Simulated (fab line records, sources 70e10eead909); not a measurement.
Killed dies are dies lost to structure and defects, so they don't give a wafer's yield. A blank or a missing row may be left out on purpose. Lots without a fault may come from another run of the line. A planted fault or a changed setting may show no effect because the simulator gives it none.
One fault seen from 2 desks | flow nand_harc | each desk has only its own numbers; what lay behind them comes last

THE METROLOGY DESK
What the gauges read, lot by lot, whatever tool the lot ran on: means of the sampled wafers that have a number. A lot is out of limits, marked OUT, if its mean lies more than 4 standard deviations from the usual mean; the brackets give that distance.
Columns: A = thk_nm at NHARC_A_SOURCE_PLATE_THK_MEAS_09, usual 9.7 nm; B = thk_nm at NHARC_A_ONON_D1_THK_MEAS_14, usual 999 nm
lot  | first seen here | A    | B
L522 | day 7 04:30     | 10.1 | 995
L523 | day 7 22:53     | 9.8  | 991
L524 | day 7 22:53     | 9.9  | 992
L525 | day 8 11:56     | 9.7  | 992
L528 | day 9 20:30     | 9.8  | 992
L529 | day 10 01:17    | 10.7 | 998
L530 | day 10 13:23    | 9.7  | 1007
L534 | day 12 07:52    | 9.9  | 1578 (+59) OUT
L535 | day 12 13:35    | 8.8  | 1574 (+59) OUT
L538 | day 14 00:02    | 9.1  | 1020
L542 | day 15 21:11    | 8.9  | 1003
L543 | day 16 08:17    | 8.6  | 1004
L544 | day 16 08:17    | 8.9  | 982
L545 | day 16 19:21    | 10.8 | 993
This desk's finding: out of limits on L534, L535; first on L534, day 12 23:46 (thk_nm at NHARC_A_ONON_D1_THK_MEAS_14). In limits: L522, L523, L524, L525, L528, L529, L530, L538, L542, L543, L544, L545.

THE DEFECT DESK
What the inspections along the route counted, lot by lot: means of the sampled wafers that have a number. A lot is out of limits, marked OUT, if its mean lies more than 4 standard deviations from the usual mean; the brackets give that distance.
Columns: A = raw_defect_count at NHARC_A_ONON_D1_INSPECT_32, usual 73
lot  | first seen here | A
L522 | day 8 06:22     | 77
L523 | day 9 01:10     | 66
L524 | day 9 01:14     | 102
L525 | day 9 14:01     | 50
L528 | day 11 00:29    | 39
L529 | day 11 06:43    | 89
L530 | day 11 16:56    | 51
L538 | day 15 04:04    | 49
L542 | day 17 01:06    | 117
L543 | day 17 12:47    | 57
L544 | day 17 12:48    | 65
L545 | day 17 22:19    | 114
This desk's finding: nothing out of limits on any of the 12 lots.

PUT TOGETHER
The metrology desk could have raised an alarm at day 12 23:46, on L534, L535.
The defect desk saw nothing out of limits.
The defect desk has no number on record for L534, L535.
Of the lots named, all ran NHARC_A_ONON_D1_DEP_12 on pecvd_onon-04.

WHAT THE SIMULATOR HAD PUT IN
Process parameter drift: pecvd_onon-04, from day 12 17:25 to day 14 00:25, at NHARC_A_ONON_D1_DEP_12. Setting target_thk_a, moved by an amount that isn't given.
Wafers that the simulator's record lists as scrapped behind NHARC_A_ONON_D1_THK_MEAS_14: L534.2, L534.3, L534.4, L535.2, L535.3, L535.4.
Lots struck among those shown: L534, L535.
Hours from the fault's start to each desk's first reading out of limits: the metrology desk, 6.
